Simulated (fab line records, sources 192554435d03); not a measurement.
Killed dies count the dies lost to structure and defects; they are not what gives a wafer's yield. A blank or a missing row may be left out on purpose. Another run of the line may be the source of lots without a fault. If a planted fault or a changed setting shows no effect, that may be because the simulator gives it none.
fab line records | flow n5-finfet | part 2 of 2: steps 5 to 6 of 6
record lots=22 | wafers=66 | last-day=18
route steps=1938 shown HKMG_FIN@400 GATE_CUT@465
lots that met no fault: from a run of the same line without faults
start-h: start of the lot's first displayed wafer, in hours after the record's first day | wait-h: hours from the lot's prior step to this one | " the same as in the row above | L1.1+2: several wafers, shown together as one row | - no value, or no start given | * or withheld: withheld | < > ~ a bound
route shown NAME@n: names a module that has steps shown in the file, with the first one's number in the route | usual: mean/standard deviation taken from wafers without a fault | same: alike in all rows | chamber/n: place in a boat | sites: the reading at each site | _std_site: standard deviation of those values | _edge_site: mean of outer sites minus mean of inner sites | radius-mm: how far each site lies from the wafer's centre | mask NAME#n: copy n | behind: the last tool/chamber to shape the wafer | hold: cause of the lot's hold/its duration in hours/its outcome | device: whichever transistor did not switch (one of n, p or np) | end of line: the same wafers' tests at the end of the route | for a step that has no rows: nothing shown but its recipe | killed: dies lost to structure and defects at the first sort, not the wafer's yield | map: dies across one wafer; x = killed, . = not, _ = none there
set.NAME: the setting as run; set.NAME@STEP: as run at that earlier step | model.NAME: the simulator's own value behind a step, which no gauge read
a sample of lots followed through the steps of the route, with each step as a table and each wafer as a row
services: the hour from which a tool's chamber was out of use, counted from the record's first day as start-h (under 0 if before that day), plus the number of hours and why
## steps
# step N5_GATE_CUT_DESCUM_18
# recipe chemistry=O2 | time-s=7 | source-power-w=50 | bias-power-w=20 | pressure-mtorr=20 | rf-frequency-hz=2.712e+07 | temp-c=40 | resist=CAR-EUV | o2-flow-sccm=225
# usual drypump-motor-current-A=5.8/0.39 | o2-flow-sccm=225.1/0.63 | oes-product-au=0.76/0.065 | rf-vpp-V=243.3/1.5 | showerhead-plenum-p-Torr=2.10/0.071 | throttle-valve-pct=20.47/0.2
lot.wafer | tool        | chamber | start-h | wait-h | drypump-motor-current-A | o2-flow-sccm | oes-product-au | rf-hours-counter-h | rf-vpp-V | showerhead-plenum-p-Torr | throttle-valve-pct
L074.2    | rie-diel-02 | 2       | 82.65   | 0.0    | 4.9                     | 224.3        | 0.76           | 156                | 242.6    | 2.08                     | 20.18
L074.3    | "           | 1       | "       | "      | 6.2                     | 225.1        | 0.74           | 169                | 244.4    | 2.18                     | 20.43
L074.4    | "           | 3       | "       | "      | 5.9                     | 224.6        | 0.72           | 165                | 242.7    | 2.01                     | 20.47
L075.1    | rie-diel-01 | 0       | 89.74   | 0.1    | 6.1                     | 225.5        | 0.81           | 121                | 242.0    | 2.04                     | 20.76
L075.3    | "           | 1       | "       | "      | 6.5                     | 224.9        | 0.96           | 13                 | 244.1    | 2.14                     | 20.22
L075.5    | "           | 0       | "       | "      | 6.0                     | 224.9        | 0.80           | -                  | 240.6    | 2.04                     | 20.73
L076.1    | rie-diel-05 | 2       | 95.25   | 0.1    | 5.6                     | 224.1        | 0.73           | 187                | 245.7    | 2.16                     | 20.33
L076.2    | "           | 1       | "       | "      | 5.7                     | 224.4        | 0.74           | 150                | 242.5    | 2.01                     | 20.84
L076.5    | "           | 1       | "       | "      | 5.7                     | 224.7        | 0.74           | -                  | 242.1    | 2.01                     | 20.84
L077.1    | rie-diel-05 | 1       | 104.33  | 0.0    | 5.7                     | 224.8        | 0.74           | 152                | 242.1    | 2.01                     | 20.83
L077.2    | "           | 2       | "       | "      | 5.6                     | 225.9        | 0.74           | 190                | 244.9    | 2.16                     | 20.32
L077.3    | "           | 0       | "       | "      | 5.8                     | 224.5        | 0.86           | 51                 | 244.1    | 2.20                     | 20.37
L078.3    | rie-diel-05 | 2       | 111.85  | 0.5    | 5.6                     | 225.8        | 0.74           | 192                | 244.0    | 2.16                     | 20.32
L078.5    | "           | 2       | "       | "      | 5.6                     | 226.2        | 0.74           | -                  | 244.8    | 2.16                     | 20.31
L078.6    | "           | 1       | "       | "      | 5.7                     | 224.4        | 0.74           | -                  | 241.0    | 2.01                     | 20.84
L079.1    | rie-diel-02 | 3       | 119.14  | 0.1    | 5.9                     | 224.9        | 0.71           | 179                | 241.4    | 2.00                     | 20.50
L079.4    | "           | 0       | "       | "      | 5.7                     | 224.5        | 0.76           | -                  | 242.7    | 2.10                     | 20.26
L079.6    | "           | 2       | "       | "      | 5.0                     | 224.8        | 0.76           | -                  | 243.3    | 2.07                     | 20.20
L080.2    | rie-diel-05 | 2       | 121.96  | 0.0    | 5.6                     | 225.0        | 0.73           | 195                | 244.2    | 2.16                     | 20.31
L080.4    | "           | 1       | "       | "      | 5.7                     | 225.2        | 0.73           | 158                | 241.4    | 2.01                     | 20.84
L080.5    | "           | 0       | "       | "      | 5.8                     | 223.9        | 0.86           | -                  | 244.6    | 2.20                     | 20.38
L081.1    | rie-diel-01 | 3       | 130.32  | 0.0    | 5.0                     | 225.7        | 0.73           | 180                | 240.3    | 2.02                     | 20.56
L081.2    | "           | 0       | "       | "      | 6.0                     | 224.2        | 0.79           | 135                | 241.5    | 2.03                     | 20.77
L081.3    | "           | 2       | "       | "      | 6.0                     | 224.4        | 0.73           | 169                | 242.7    | 2.15                     | 20.43
L082.1    | rie-diel-05 | 1       | 134.69  | 0.0    | 5.7                     | 223.8        | 0.72           | 160                | 241.5    | 2.01                     | 20.85
L082.3    | "           | 3       | "       | "      | 5.6                     | 225.6        | 0.73           | 203                | 244.7    | 2.17                     | 20.53
L082.6    | "           | 2       | "       | "      | 5.6                     | 224.8        | 0.72           | -                  | 243.8    | 2.16                     | 20.32
L083.2    | rie-diel-01 | 1       | 137.61  | 0.3    | 6.5                     | 225.2        | 0.94           | 27                 | 241.6    | 2.13                     | 20.26
L083.5    | "           | 0       | "       | "      | 6.0                     | 225.2        | 0.79           | -                  | 242.0    | 2.03                     | 20.76
L083.6    | "           | 1       | "       | "      | 6.5                     | 224.9        | 0.93           | -                  | 244.3    | 2.13                     | 20.25
L084.3    | rie-diel-02 | 2       | 146.75  | 0.0    | 4.9                     | 225.5        | 0.74           | 177                | 242.4    | 2.07                     | 20.20
L084.5    | "           | 2       | "       | "      | 4.9                     | 225.3        | 0.74           | -                  | 242.9    | 2.07                     | 20.20
L084.6    | "           | 1       | "       | "      | 6.2                     | 225.3        | 0.72           | -                  | 245.6    | 2.17                     | 20.45
L085.1    | rie-diel-02 | 0       | 150.22  | 0.0    | 5.7                     | 225.1        | 0.75           | 153                | 244.0    | 2.09                     | 20.27
L085.2    | "           | 3       | "       | "      | 5.9                     | 224.9        | 0.71           | 189                | 240.1    | 2.00                     | 20.50
L085.5    | "           | 1       | "       | "      | 6.2                     | 225.5        | 0.73           | -                  | 243.2    | 2.17                     | 20.45
L086.1    | rie-diel-02 | 2       | 158.39  | 0.1    | 4.9                     | 224.8        | 0.74           | 180                | 243.1    | 2.07                     | 20.20
L086.3    | "           | 1       | "       | "      | 6.2                     | 224.6        | 0.73           | 186                | 243.8    | 2.17                     | 20.48
L086.4    | "           | 0       | "       | "      | 5.7                     | 225.2        | 0.74           | 156                | 243.3    | 2.09                     | 20.28
L088.2    | rie-diel-05 | 0       | 169.20  | 0.0    | 5.9                     | 225.7        | 0.84           | 70                 | 244.1    | 2.20                     | 20.40
L088.5    | "           | 3       | "       | "      | 5.6                     | 225.4        | 0.72           | -                  | 245.0    | 2.17                     | 20.55
L088.6    | "           | 0       | "       | "      | 5.9                     | 225.5        | 0.85           | -                  | 245.7    | 2.20                     | 20.40
L089.2    | rie-diel-01 | 0       | 174.18  | 0.0    | 6.0                     | 225.0        | 0.77           | 149                | 241.2    | 2.03                     | 20.78
L089.3    | "           | 3       | "       | "      | 5.0                     | 225.2        | 0.72           | 194                | 241.8    | 2.01                     | 20.58
L089.6    | "           | 1       | "       | "      | 6.5                     | 226.2        | 0.91           | -                  | 245.0    | 2.13                     | 20.25
L090.1    | rie-diel-05 | 2       | 180.32  | 0.0    | 5.6                     | 225.3        | 0.72           | 213                | 244.0    | 2.15                     | 20.37
L090.2    | "           | 1       | "       | "      | 5.7                     | 224.0        | 0.72           | 175                | 241.1    | 2.00                     | 20.87
L090.3    | "           | 3       | "       | "      | 5.6                     | 225.4        | 0.72           | 218                | 243.7    | 2.17                     | 20.56
L091.2    | rie-diel-02 | 0       | 185.79  | 0.0    | 5.7                     | 224.3        | 0.74           | 166                | 243.0    | 2.09                     | 20.29
L091.4    | "           | 3       | "       | "      | 5.9                     | 224.3        | 0.70           | -                  | 242.7    | 2.00                     | 20.52
L091.5    | "           | 0       | "       | "      | 5.8                     | 224.5        | 0.74           | -                  | 243.9    | 2.09                     | 20.31
L093.1    | rie-diel-01 | 1       | 199.94  | 0.1    | 6.5                     | 224.7        | 0.90           | 47                 | 242.6    | 2.13                     | 20.28
L093.3    | "           | 2       | "       | "      | 6.0                     | 224.4        | 0.71           | 191                | 244.6    | 2.14                     | 20.45
L093.5    | "           | 1       | "       | "      | 6.5                     | 225.1        | 0.90           | -                  | 243.2    | 2.13                     | 20.28
L094.1    | rie-diel-01 | 0       | 204.57  | 0.0    | 6.0                     | 225.8        | 0.77           | 157                | 240.9    | 2.03                     | 20.79
L094.2    | "           | 1       | "       | "      | 6.5                     | 224.5        | 0.89           | 49                 | 244.1    | 2.13                     | 20.27
L094.5    | "           | 0       | "       | "      | 6.0                     | 224.5        | 0.77           | -                  | 241.7    | 2.03                     | 20.79
L095.2    | rie-diel-02 | 0       | 210.43  | 0.0    | 5.7                     | 224.6        | 0.73           | 174                | 243.4    | 2.09                     | 20.33
L095.3    | "           | 1       | "       | "      | 6.1                     | 226.1        | 0.72           | 199                | 245.0    | 2.17                     | 20.46
L095.5    | "           | 3       | "       | "      | 5.9                     | 225.0        | 0.70           | -                  | 242.3    | 1.99                     | 20.55
L096.2    | rie-diel-02 | 1       | 217.37  | 0.1    | 6.2                     | 225.8        | 0.71           | 200                | 245.7    | 2.17                     | 20.49
L096.4    | "           | 3       | "       | "      | 5.9                     | 224.7        | 0.69           | 211                | 240.6    | 1.99                     | 20.55
L096.6    | "           | 0       | "       | "      | 5.7                     | 224.7        | 0.73           | -                  | 242.6    | 2.09                     | 20.32
L097.2    | rie-diel-02 | 0       | 225.22  | 0.0    | 5.7                     | 225.8        | 0.73           | 178                | 242.5    | 2.09                     | 20.33
L097.3    | "           | 1       | "       | "      | 6.2                     | 225.4        | 0.71           | 203                | 246.5    | 2.17                     | 20.50
L097.6    | "           | 0       | "       | "      | 5.7                     | 225.7        | 0.72           | -                  | 242.2    | 2.09                     | 20.32
# step N5_GATE_CUT_VAPOR_ETCH_49
# recipe chemistry=BCl3/Cl2 | target=TiAlC | mode=isotropic
# usual drypump-motor-current-A=5.9/0.38 | oes-product-au=0.77/0.12
lot.wafer | tool         | chamber | start-h | wait-h | drypump-motor-current-A | oes-product-au
L074.2    | rie-metal-01 | 0       | 83.25   | 0.0    | 5.7                     | 1.00
L074.3    | "            | 1       | "       | "      | 6.0                     | 0.90
L074.4    | "            | 0       | "       | "      | 5.7                     | 1.00
L075.1    | rie-metal-03 | 1       | 90.34   | 0.0    | 5.5                     | 0.75
L075.3    | "            | 0       | "       | "      | 5.6                     | 0.65
L075.5    | "            | 1       | "       | "      | 5.5                     | 0.75
L076.1    | rie-metal-02 | 1       | 95.85   | 0.0    | 6.5                     | 0.74
L076.2    | "            | 0       | "       | "      | 6.3                     | 0.58
L076.5    | "            | 0       | "       | "      | 6.3                     | 0.59
L077.1    | rie-metal-02 | 0       | 104.93  | 0.0    | 6.3                     | 0.58
L077.2    | "            | 1       | "       | "      | 6.5                     | 0.74
L077.3    | "            | 0       | "       | "      | 6.3                     | 0.58
L078.3    | rie-metal-02 | 1       | 112.47  | 0.0    | 6.5                     | 0.73
L078.5    | "            | 1       | "       | "      | 6.5                     | 0.74
L078.6    | "            | 0       | "       | "      | 6.3                     | 0.58
L079.1    | rie-metal-01 | 0       | 119.74  | 0.0    | 5.7                     | 0.97
L079.4    | "            | 1       | "       | "      | 6.1                     | 0.89
L079.6    | "            | 0       | "       | "      | 5.7                     | 0.96
L080.2    | rie-metal-01 | 1       | 122.57  | 0.0    | 6.1                     | 0.89
L080.4    | "            | 0       | "       | "      | 5.7                     | 0.96
L080.5    | "            | 1       | "       | "      | 6.1                     | 0.88
L081.1    | rie-metal-02 | 1       | 131.13  | 0.1    | 6.5                     | 0.72
L081.2    | "            | 1       | "       | "      | 6.5                     | 0.73
L081.3    | "            | 1       | "       | "      | 6.5                     | 0.72
L082.1    | rie-metal-03 | 0       | 135.29  | 0.0    | 5.6                     | 0.64
L082.3    | "            | 0       | "       | "      | 5.7                     | 0.63
L082.6    | "            | 1       | "       | "      | 5.5                     | 0.73
L083.2    | rie-metal-02 | 0       | 138.21  | 0.0    | 6.3                     | 0.99
L083.5    | "            | 1       | "       | "      | 6.5                     | 0.73
L083.6    | "            | 0       | "       | "      | 6.3                     | 0.98
L084.3    | rie-metal-01 | 1       | 147.36  | 0.0    | 6.1                     | 0.89
L084.5    | "            | 1       | "       | "      | 6.1                     | 0.89
L084.6    | "            | 0       | "       | "      | 5.7                     | 0.95
L085.1    | rie-metal-01 | 1       | 150.82  | 0.0    | 6.1                     | 0.89
L085.2    | "            | 0       | "       | "      | 5.7                     | 0.93
L085.5    | "            | 0       | "       | "      | 5.7                     | 0.93
L086.1    | rie-metal-03 | 0       | 158.99  | 0.0    | 5.6                     | 0.64
L086.3    | "            | 1       | "       | "      | 5.5                     | 0.73
L086.4    | "            | 0       | "       | "      | 5.6                     | 0.64
L088.2    | rie-metal-03 | 1       | 169.80  | 0.0    | 5.5                     | 0.73
L088.5    | "            | 0       | "       | "      | 5.7                     | 0.63
L088.6    | "            | 1       | "       | "      | 5.5                     | 0.73
L089.2    | rie-metal-03 | 0       | 174.78  | 0.0    | 5.7                     | 0.63
L089.3    | "            | 0       | "       | "      | 5.6                     | 0.63
L089.6    | "            | 0       | "       | "      | 5.7                     | 0.63
L090.1    | rie-metal-02 | 0       | 180.92  | 0.0    | 6.3                     | 0.91
L090.2    | "            | 1       | "       | "      | 6.5                     | 0.71
L090.3    | "            | 0       | "       | "      | 6.3                     | 0.91
L091.2    | rie-metal-01 | 1       | 186.39  | 0.0    | 6.1                     | 0.87
L091.4    | "            | 1       | "       | "      | 6.1                     | 0.87
L091.5    | "            | 0       | "       | "      | 5.7                     | 0.91
L093.1    | rie-metal-02 | 1       | 200.54  | 0.0    | 6.5                     | 0.71
L093.3    | "            | 1       | "       | "      | 6.5                     | 0.71
L093.5    | "            | 1       | "       | "      | 6.5                     | 0.71
L094.1    | rie-metal-03 | 0       | 205.17  | 0.0    | 5.7                     | 0.63
L094.2    | "            | 1       | "       | "      | 5.5                     | 0.72
L094.5    | "            | 1       | "       | "      | 5.5                     | 0.72
L095.2    | rie-metal-02 | 1       | 211.04  | 0.0    | 6.5                     | 0.71
L095.3    | "            | 1       | "       | "      | 6.5                     | 0.71
L095.5    | "            | 1       | "       | "      | 6.5                     | 0.72
L096.2    | rie-metal-03 | 0       | 217.98  | 0.0    | 5.6                     | 0.63
L096.4    | "            | 1       | "       | "      | 5.5                     | 0.72
L096.6    | "            | 1       | "       | "      | 5.5                     | 0.72
L097.2    | rie-metal-03 | 0       | 225.82  | 0.0    | 5.6                     | 0.63
L097.3    | "            | 1       | "       | "      | 5.5                     | 0.73
L097.6    | "            | 1       | "       | "      | 5.5                     | 0.72
## services
tool         | chamber | start-h | hours | kind
rie-metal-01 | -       | 53.43   | 0.4   | repair
rie-metal-01 | 0       | 59.84   | -     | clean
rie-metal-03 | 0       | 65.83   | 10.6  | repair
rie-diel-01  | 3       | 76.84   | 10.0  | repair
rie-diel-06  | 3       | 81.71   | 6.0   | repair
rie-metal-03 | 1       | 84.71   | 4.5   | repair
rie-diel-05  | 1       | 91.99   | 2.6   | repair
rie-diel-02  | 1       | 92.88   | 3.0   | repair
rie-diel-03  | -       | 97.60   | 2.8   | pm
rie-metal-01 | -       | 99.24   | 14.6  | pm
rie-diel-02  | 1       | 113.71  | 14.4  | repair
rie-metal-01 | -       | 114.03  | 1.3   | repair
rie-diel-04  | 1       | 120.81  | 9.9   | repair
rie-diel-06  | 3       | 135.20  | -     | clean
rie-diel-06  | 3       | 135.20  | -     | consumable-replace:focus-ring
rie-diel-06  | 3       | 135.20  | 16.4  | scheduled-down
rie-diel-06  | 3       | 135.20  | 16.4  | vent-cycle
rie-metal-02 | 1       | 140.89  | 24.9  | repair
rie-diel-04  | 0       | 148.13  | 8.1   | repair
rie-diel-02  | 1       | 163.00  | 10.2  | repair
rie-diel-05  | 1       | 177.64  | 1.4   | repair
rie-metal-02 | -       | 177.85  | 0.3   | repair
rie-diel-01  | 0       | 181.02  | 4.1   | repair
rie-metal-01 | 0       | 188.31  | 14.9  | repair
